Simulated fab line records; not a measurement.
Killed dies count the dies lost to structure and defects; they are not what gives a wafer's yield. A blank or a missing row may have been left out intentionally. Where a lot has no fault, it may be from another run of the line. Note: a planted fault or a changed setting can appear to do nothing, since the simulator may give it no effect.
fab line records	flow nandHarc	part 1 of 2: steps 1 to 4 of 6
[record] lots = 23	wafers = 69	lastDay = 34
route steps=1302 shown A_STAIRCASE@752
lots untouched by any fault: they come from a run of this same line in which no faults occurred
startH: start of the lot's first displayed wafer, in hours after the record's first day	waitH: how many hours have passed since the lot's step before this one	" same as the row above	L1.1+2: a row that stands for several wafers	- no value, or no start given	* or withheld: withheld	< > ~ a bound
route shown NAME@n: a module of which the file shows steps, and the number in the route of the first	usual: mean/standard deviation of fault-free wafers	same: alike in all rows	chamber/n: place in a boat	sites: per-site readings	_std_site: the standard deviation of these	_edge_site: the outer-site mean with the inner-site mean subtracted	radiusMm: how far each site lies from the wafer's centre	mask NAME#n: copy n	behind: tool/chamber where the wafer was last shaped	hold: why the lot was held/for how many hours/how that ended	device: the n, p or np transistor that did not switch	end of line: tests of these same wafers at the route's end	a step given without rows: its recipe and nothing more	killed: at the first sort, the dies lost to defects and structure; wafer yield is something else	map: a wafer's dies, x killed, . not, _ none there
set.NAME: the setting the step ran with; set.NAME@STEP: the setting that earlier step ran with	model.NAME: the simulator's own value behind a step, which no gauge read
one table for each step of the route and one row for each wafer, over a sample of lots
services: when a tool's chamber went out of use (startH, in hours from the record's first day, below 0 if earlier), for how many hours, and the reason
[[steps]]
[step NHARC_A_STAIRCASE_STRIP_238]
[recipe] powerW = 1500	tempC = 250	chemistry = O2
[usual] drypumpMotorCurrentA = 5.9/0.58	heaterPowerW = 343/48
lot.wafer	tool	chamber	startH	waitH	drypumpMotorCurrentA	heaterPowerW	rfHoursCounterH
L074.4	plasmaAsher-02	0	370.90	0.2	6.2	415	-
L074.5	"	1	"	"	5.9	283	-
L074.6	"	0	"	"	6.2	418	-
L076.2	plasmaAsher-02	1	376.64	0.1	5.9	285	25
L076.4	"	1	"	"	5.9	284	-
L076.5	"	1	"	"	5.9	287	-
L075.2	plasmaAsher-01	0	376.91	0.1	4.9	319	6
L075.3	"	1	"	"	6.5	357	-
L075.5	"	0	"	"	4.9	326	-
L078.1	plasmaAsher-01	0	402.12	0.1	4.9	319	11
L078.4	"	0	"	"	4.9	324	-
L078.3	"	1	"	"	6.5	361	-
L080.1	plasmaAsher-01	1	410.98	0.1	6.5	342	13
L080.3	"	1	"	"	6.5	346	-
L080.5	"	0	"	"	4.9	316	-
L079.2	plasmaAsher-01	0	411.48	0.1	4.9	323	14
L079.1	"	1	"	"	6.5	354	14
L079.4	"	1	"	"	6.5	347	-
L082.1	plasmaAsher-01	0	436.65	0.1	4.9	334	20
L082.3	"	1	"	"	6.5	361	-
L082.6	"	1	"	"	6.5	366	-
L081.1	plasmaAsher-02	1	439.68	0.1	5.9	287	2
L081.4	"	0	"	"	6.2	407	-
L081.3	"	1	"	"	5.9	275	-
L083.1	plasmaAsher-01	0	446.11	0.1	4.9	320	21
L083.4	"	0	"	"	4.9	313	-
L083.6	"	1	"	"	6.5	351	-
L084.2	plasmaAsher-02	1	465.12	0.1	5.9	288	6
L084.6	"	0	"	"	6.2	421	-
L084.5	"	1	"	"	5.9	284	-
L085.1	plasmaAsher-02	0	465.54	0.1	6.2	418	6
L085.2	"	1	"	"	5.9	285	6
L085.3	"	0	"	"	6.2	416	-
L086.4	plasmaAsher-01	1	478.41	0.2	6.5	356	-
L086.3	"	0	"	"	4.9	320	-
L086.6	"	1	"	"	6.5	350	-
L087.2	plasmaAsher-01	0	497.08	0.1	4.9	322	30
L087.6	"	1	"	"	6.5	350	-
L087.5	"	0	"	"	4.9	330	-
L088.2	plasmaAsher-01	1	510.58	0.1	6.5	354	34
L088.4	"	0	"	"	4.9	320	-
L088.5	"	0	"	"	4.9	316	-
L089.2	plasmaAsher-02	1	510.78	0.1	5.9	283	15
L089.4	"	1	"	"	5.9	283	-
L089.5	"	0	"	"	6.2	418	-
L090.3	plasmaAsher-02	1	523.77	0.2	5.9	286	-
L090.4	"	0	"	"	6.2	415	-
L090.6	"	1	"	"	5.9	282	-
L092.2	plasmaAsher-02	1	540.29	0.1	5.8	287	22
L092.4	"	1	"	"	5.9	289	-
L092.6	"	0	"	"	6.2	404	-
L091.4	plasmaAsher-01	1	540.69	0.2	6.5	355	-
L091.3	"	0	"	"	4.9	323	-
L091.6	"	1	"	"	6.5	346	-
L093.2	plasmaAsher-02	1	545.10	0.1	5.9	299	24
L093.6	"	0	"	"	6.2	412	-
L093.5	"	1	"	"	5.9	281	-
L094.2	plasmaAsher-02	1	567.79	0.1	5.8	282	28
L094.4	"	1	"	"	5.9	284	-
L094.6	"	0	"	"	6.2	409	-
L095.2	plasmaAsher-02	0	576.27	0.1	6.2	409	29
L095.4	"	1	"	"	5.9	289	-
L095.6	"	0	"	"	6.2	417	-
L097.2	plasmaAsher-01	0	598.00	0.1	4.9	309	15
L097.4	"	1	"	"	6.5	355	-
L097.6	"	1	"	"	6.5	353	-
L096.2	plasmaAsher-01	0	602.18	0.1	4.9	309	16
L096.1	"	1	"	"	6.5	359	16
L096.3	"	1	"	"	6.5	355	-
[step NHARC_A_STAIRCASE_ETCH_271]
[recipe] cf4FlowSccm = 100	chf3FlowSccm = 30	arFlowSccm = 0	rfW = 500	biasW = 200	chemistry = CF4/CHF3
[usual] drypumpMotorCurrentA = 5.7/0.52	oesProductAu = 0.955/0.022	rfVppV = 370.3/2.6	showerheadPlenumPTorr = 1.56/0.076	throttleValvePct = 16.803/0.0099
lot.wafer	tool	chamber	startH	waitH	drypumpMotorCurrentA	oesProductAu	rfHoursCounterH	rfVppV	showerheadPlenumPTorr	throttleValvePct
L074.4	rieDiel-06	3	376.10	0.1	5.6	0.992	19	367.0	1.49	16.813
L074.6	"	1	"	"	6.3	0.970	-	368.6	1.51	16.788
L074.5	"	2	"	"	6.1	0.961	-	372.8	1.66	16.796
L076.2	rieDiel-06	0	383.32	0.1	5.2	0.983	21	368.8	1.49	16.793
L076.4	"	2	"	"	6.2	0.966	21	372.8	1.66	16.816
L076.5	"	0	"	"	5.3	0.974	-	367.9	1.49	16.821
L075.3	rieDiel-09	1	383.80	0.1	4.7	0.931	17	369.9	1.59	16.794
L075.2	"	3	"	"	6.5	0.934	13	371.2	1.58	16.818
L075.5	"	2	"	"	6.1	0.961	-	374.8	1.70	16.787
L078.4	rieDiel-06	1	407.53	0.1	6.3	0.955	34	370.5	1.51	16.780
L078.3	"	3	"	"	5.6	0.991	29	368.6	1.49	16.813
L078.1	"	0	"	"	5.2	0.966	30	367.8	1.49	16.813
L080.3	rieDiel-09	1	416.32	0.1	4.7	0.972	29	370.5	1.59	16.802
L080.1	"	2	"	"	6.1	0.956	27	374.0	1.69	16.807
L080.5	"	1	"	"	4.7	0.967	-	371.6	1.59	16.807
L079.4	rieDiel-06	3	418.27	0.1	5.7	0.968	32	368.5	1.49	16.814
L079.1	"	0	"	"	5.2	0.955	33	368.0	1.49	16.786
L079.2	"	1	"	"	6.3	0.978	38	367.1	1.51	16.817
L082.3	rieDiel-09	2	442.11	0.1	6.2	0.929	35	373.9	1.69	16.801
L082.1	"	3	"	"	6.5	0.925	33	371.3	1.58	16.806
L082.6	"	2	"	"	6.1	0.922	-	373.1	1.69	16.820
L081.3	rieDiel-01	0	445.79	0.1	5.4	0.933	23	369.9	1.54	16.826
L081.4	"	1	"	"	5.4	0.927	19	370.5	1.57	16.828
L081.1	"	2	"	"	5.7	0.928	19	373.6	1.68	16.782
L083.1	rieDiel-01	2	452.27	0.1	5.7	0.984	21	373.1	1.68	16.812
L083.4	"	3	"	"	5.9	0.980	21	368.4	1.49	16.797
L083.6	"	1	"	"	5.4	0.965	-	370.9	1.57	16.806
L085.2	rieDiel-01	1	472.92	0.1	5.4	0.925	29	370.8	1.57	16.801
L085.1	"	2	"	"	5.7	0.930	28	374.6	1.68	16.805
L085.3	"	3	"	"	5.8	0.939	29	368.4	1.49	16.792
L084.2	rieDiel-06	1	475.06	3.0	6.3	0.928	57	366.9	1.50	16.790
L084.5	"	1	"	"	6.3	0.929	-	368.6	1.50	16.820
L084.6	"	2	"	"	6.2	0.925	-	371.1	1.66	16.808
L086.4	rieDiel-06	3	483.48	0.1	5.6	0.977	56	366.9	1.48	16.797
L086.3	"	1	"	"	6.3	0.979	59	369.0	1.50	16.808
L086.6	"	0	"	"	5.2	0.962	-	367.2	1.49	16.799
L087.2	rieDiel-06	0	504.52	0.3	5.3	0.930	4	368.4	1.48	16.815
L087.6	"	3	"	"	5.7	0.943	-	366.8	1.48	16.812
L087.5	"	0	"	"	5.3	0.935	-	368.0	1.48	16.804
L088.2	rieDiel-01	1	516.10	0.1	5.4	0.962	43	371.1	1.56	16.801
L088.4	"	0	"	"	5.4	0.956	47	368.1	1.54	16.809
L088.5	"	1	"	"	5.4	0.966	-	370.3	1.57	16.788
L089.4	rieDiel-09	1	516.31	0.1	4.7	0.947	1	372.7	1.58	16.791
L089.2	"	2	"	"	6.1	0.958	1	374.0	1.69	16.814
L089.5	"	2	"	"	6.1	0.940	-	374.1	1.69	16.798
L090.3	rieDiel-09	2	530.49	0.2	6.1	0.941	4	374.4	1.69	16.808
L090.4	"	0	"	"	6.0	0.932	6	366.9	1.47	16.787
L090.6	"	3	"	"	6.4	0.952	-	373.6	1.57	16.807
L092.2	rieDiel-09	1	546.13	0.1	4.7	0.965	11	371.0	1.58	16.812
L092.4	"	3	"	"	6.4	0.978	10	370.3	1.57	16.795
L092.6	"	0	"	"	6.0	0.966	-	368.1	1.47	16.788
L091.3	rieDiel-06	2	548.03	0.1	6.1	0.923	21	373.4	1.65	16.811
L091.4	"	2	"	"	6.1	0.941	-	372.4	1.65	16.794
L091.6	"	1	"	"	6.3	0.927	-	368.3	1.50	16.815
L093.2	rieDiel-09	2	550.50	0.1	6.1	0.981	12	373.3	1.68	16.819
L093.6	"	1	"	"	4.7	0.973	-	370.8	1.58	16.798
L093.5	"	2	"	"	6.2	0.976	-	375.1	1.68	16.799
L094.4	rieDiel-09	1	574.17	0.1	4.7	0.965	26	370.9	1.58	16.800
L094.2	"	2	"	"	6.1	0.963	23	373.7	1.68	16.815
L094.6	"	0	"	"	6.0	0.983	-	367.3	1.47	16.796
L095.2	rieDiel-06	1	581.99	0.1	6.3	0.964	31	368.9	1.49	16.812
L095.4	"	0	"	"	5.2	0.961	24	366.6	1.48	16.826
L095.6	"	1	"	"	6.2	0.948	-	367.8	1.49	16.814
L097.2	rieDiel-01	2	603.83	0.1	5.7	0.993	9	373.1	1.67	16.792
L097.4	"	3	"	"	5.9	0.961	9	367.7	1.48	16.812
L097.6	"	1	"	"	5.4	0.974	-	369.6	1.56	16.802
L096.3	rieDiel-09	1	611.52	0.1	4.7	0.923	37	370.4	1.57	16.798
L096.1	"	2	"	"	6.1	0.908	37	373.9	1.68	16.804
L096.2	"	0	"	"	6.0	0.914	33	366.7	1.47	16.798
[step NHARC_A_STAIRCASE_DEP_280]
[recipe] targetThkA = 300	targetThkNm = 30	tempC = 400	pressureTorr = 3.5	flowSccm = 200	rfW = 350	material = SiON
[usual] heaterPowerW = 783/100
lot.wafer	tool	chamber	startH	waitH	heaterPowerW	sinceWetCleanH
L074.5	pecvd-04	1	380.97	0.4	729	-
L074.4	"	2	"	"	989	-
L074.6	"	0	"	"	745	-
L076.2	pecvd-03	1	392.06	1.2	850	13
L076.4	"	2	"	"	908	-
L076.5	"	0	"	"	788	-
L075.3	pecvd-03	2	393.99	1.0	931	15
L075.2	"	1	"	"	828	15
L075.5	"	1	"	"	800	-
L078.3	pecvd-03	1	412.33	0.9	746	33
L078.1	"	2	"	"	794	33
L078.4	"	1	"	"	735	-
L080.1	pecvd-02	1	421.39	1.6	556	0
L080.3	"	2	"	"	669	0
L080.5	"	2	"	"	687	-
L079.1	pecvd-04	0	423.56	1.7	730	141
L079.2	"	2	"	"	955	141
L079.4	"	1	"	"	683	-
L082.3	pecvd-03	1	446.89	0.9	730	68
L082.1	"	0	"	"	692	68
L082.6	"	1	"	"	739	-
L081.1	pecvd-03	0	451.67	1.6	803	73
L081.3	"	1	"	"	696	73
L081.4	"	2	"	"	788	-
L083.1	pecvd-02	2	460.34	2.2	790	39
L083.6	"	1	"	"	635	-
L083.4	"	0	"	"	700	-
L085.2	pecvd-03	2	477.76	1.3	932	99
L085.1	"	0	"	"	817	99
L085.3	"	1	"	"	837	99
L084.2	pecvd-04	1	480.03	1.3	741	17
L084.5	"	0	"	"	656	-
L084.6	"	2	"	"	1007	-
L086.3	pecvd-04	0	494.51	1.0	766	31
L086.6	"	0	"	"	769	-
L086.4	"	1	"	"	765	-
L087.2	pecvd-02	1	509.76	1.2	659	89
L087.5	"	2	"	"	746	-
L087.6	"	0	"	"	713	-
L088.2	pecvd-04	2	521.80	1.3	1034	58
L088.4	"	2	"	"	1079	-
L088.5	"	0	"	"	715	-
L089.2	pecvd-03	1	521.91	1.2	820	143
L089.5	"	2	"	"	891	-
L089.4	"	0	"	"	774	-
L090.3	pecvd-02	1	537.91	1.0	603	117
L090.4	"	2	"	"	723	-
L090.6	"	0	"	"	727	-
L092.2	pecvd-02	0	551.24	1.2	711	130
L092.4	"	0	"	"	720	-
L092.6	"	1	"	"	642	-
L091.3	pecvd-04	1	553.86	1.0	748	90
L091.4	"	2	"	"	961	-
L091.6	"	0	"	"	763	-
L093.2	pecvd-04	2	559.76	1.8	941	96
L093.6	"	0	"	"	669	-
L093.5	"	1	"	"	637	-
L094.2	pecvd-03	1	579.08	1.3	761	19
L094.6	"	1	"	"	788	-
L094.4	"	0	"	"	847	-
L095.2	pecvd-04	0	586.87	1.3	771	123
L095.6	"	1	"	"	735	-
L095.4	"	2	"	"	890	-
L097.2	pecvd-03	0	611.72	1.3	855	52
L097.6	"	2	"	"	845	-
L097.4	"	0	"	"	859	-
L096.2	pecvd-03	2	620.82	1.3	903	61
L096.3	"	0	"	"	806	61
L096.1	"	1	"	"	808	61
[step NHARC_A_STAIRCASE_HM_OPEN_460]
[recipe] o2FlowSccm = 400	cosFlowSccm = 20	arFlowSccm = 0	rfW = 500	biasW = 300	chemistry = O2/COS
[usual] drypumpMotorCurrentA = 5.8/0.47	oesProductAu = 1.001/0.0067	rfVppV = 466/3.3	showerheadPlenumPTorr = 3.08/0.15	throttleValvePct = 28.330/0.0086
lot.wafer	tool	chamber	startH	waitH	drypumpMotorCurrentA	oesProductAu	rfHoursCounterH	rfVppV	showerheadPlenumPTorr	throttleValvePct
L074.4	rieDiel-09	1	-	-	4.7	0.993	16	467	3.16	28.332
L074.5	"	2	"	"	6.1	1.003	-	472	3.37	28.330
L074.6	"	3	"	"	6.5	1.006	-	468	3.14	28.327
L076.4	rieDiel-01	0	-	-	5.4	1.000	0	466	3.07	28.327
L076.2	"	1	"	"	5.5	1.006	0	468	3.13	28.337
L076.5	"	2	"	"	5.7	1.004	-	472	3.34	28.349
L075.3	rieDiel-06	0	-	-	5.2	0.998	26	463	2.96	28.327
L075.2	"	1	"	"	6.3	1.005	28	464	2.99	28.325
L075.5	"	1	"	"	6.3	0.995	-	463	2.99	28.329
L078.1	rieDiel-06	3	-	-	5.7	1.002	31	463	2.95	28.326
L078.3	"	0	"	"	5.2	0.999	33	464	2.96	28.332
L078.4	"	1	"	"	6.3	0.995	37	465	2.99	28.328
L080.3	rieDiel-09	3	-	-	6.5	0.998	28	468	3.13	28.334
L080.1	"	2	"	"	6.2	0.992	28	471	3.36	28.335
L080.5	"	1	"	"	4.7	0.999	-	468	3.15	28.333
L079.1	rieDiel-01	2	-	-	5.7	1.008	12	472	3.34	28.335
L079.4	"	3	"	"	5.9	1.009	12	464	2.96	28.335
L079.2	"	1	"	"	5.4	1.001	15	465	3.12	28.339
L082.1	rieDiel-06	3	-	-	5.7	1.005	42	463	2.95	28.325
L082.3	"	0	"	"	5.2	0.998	42	463	2.95	28.323
L082.6	"	3	"	"	5.7	1.004	-	463	2.95	28.317
L081.4	rieDiel-06	3	-	-	5.7	1.013	43	462	2.95	28.336
L081.1	"	0	"	"	5.2	1.002	44	464	2.95	28.329
L081.3	"	1	"	"	6.3	1.006	46	465	2.98	28.323
L083.4	rieDiel-09	1	-	-	4.7	1.002	45	466	3.14	28.336
L083.1	"	3	"	"	6.4	0.992	38	467	3.13	28.330
L083.6	"	1	"	"	4.7	0.995	-	468	3.14	28.334
L085.2	rieDiel-06	3	-	-	5.7	0.995	55	463	2.94	28.333
L085.1	"	0	"	"	5.2	0.987	55	464	2.95	28.327
L085.3	"	2	"	"	6.1	0.992	57	469	3.28	28.335
L084.2	rieDiel-06	1	-	-	6.3	1.003	59	465	2.98	28.349
L084.5	"	2	"	"	6.2	1.006	-	470	3.28	28.326
L084.6	"	3	"	"	5.6	1.009	-	464	2.94	28.339
L086.3	rieDiel-06	0	-	-	5.3	1.008	0	463	2.95	28.332
L086.4	"	2	"	"	6.1	1.005	0	471	3.28	28.330
L086.6	"	0	"	"	5.2	0.997	-	463	2.95	28.318
L087.2	rieDiel-06	0	-	-	5.3	0.999	7	461	2.94	28.337
L087.6	"	0	"	"	5.2	1.006	-	463	2.94	28.311
L087.5	"	1	"	"	6.3	0.997	-	465	2.97	28.318
L088.2	rieDiel-06	1	-	-	6.3	0.998	12	465	2.97	28.324
L088.4	"	3	"	"	5.7	1.008	13	463	2.93	28.321
L088.5	"	0	"	"	5.2	1.003	-	463	2.94	28.328
L089.4	rieDiel-01	3	-	-	5.9	1.006	44	464	2.95	28.334
L089.2	"	1	"	"	5.5	0.996	45	466	3.10	28.314
L089.5	"	0	"	"	5.4	1.003	-	465	3.05	28.339
L090.3	rieDiel-06	2	-	-	6.1	0.997	21	472	3.27	28.318
L090.4	"	3	"	"	5.7	1.001	19	464	2.93	28.345
L090.6	"	2	"	"	6.1	0.993	-	471	3.27	28.320
L092.2	rieDiel-06	2	-	-	6.2	0.999	23	470	3.27	28.328
L092.4	"	1	"	"	6.3	1.003	-	464	2.97	28.322
L092.6	"	3	"	"	5.6	0.996	-	464	2.93	28.323
L091.3	rieDiel-09	1	-	-	4.7	1.008	14	467	3.13	28.338
L091.4	"	2	"	"	6.2	1.016	13	471	3.34	28.327
L091.6	"	3	"	"	6.5	1.014	-	468	3.12	28.347
L093.2	rieDiel-01	2	-	-	5.7	1.001	49	471	3.32	28.317
L093.5	"	1	"	"	5.4	0.996	-	467	3.10	28.341
L093.6	"	2	"	"	5.7	1.004	-	473	3.32	28.333
L094.2	rieDiel-06	1	-	-	6.3	1.005	31	464	2.96	28.317
L094.4	"	3	"	"	5.7	0.997	28	463	2.93	28.329
L094.6	"	1	"	"	6.3	1.001	-	463	2.96	28.341
L095.4	rieDiel-06	3	-	-	5.7	1.011	31	465	2.92	28.329
L095.2	"	1	"	"	6.3	1.005	33	463	2.96	28.324
L095.6	"	2	"	"	6.2	0.997	-	472	3.26	28.320
L097.2	rieDiel-01	3	-	-	5.9	1.000	12	463	2.93	28.312
L097.4	"	2	"	"	5.8	1.008	14	470	3.31	28.328
L097.6	"	0	"	"	5.4	0.985	-	466	3.03	28.329
L096.3	rieDiel-09	0	-	-	6.0	1.002	38	463	2.91	28.327
L096.1	"	1	"	"	4.7	1.005	41	467	3.12	28.308
L096.2	"	2	"	"	6.2	0.996	41	472	3.33	28.319
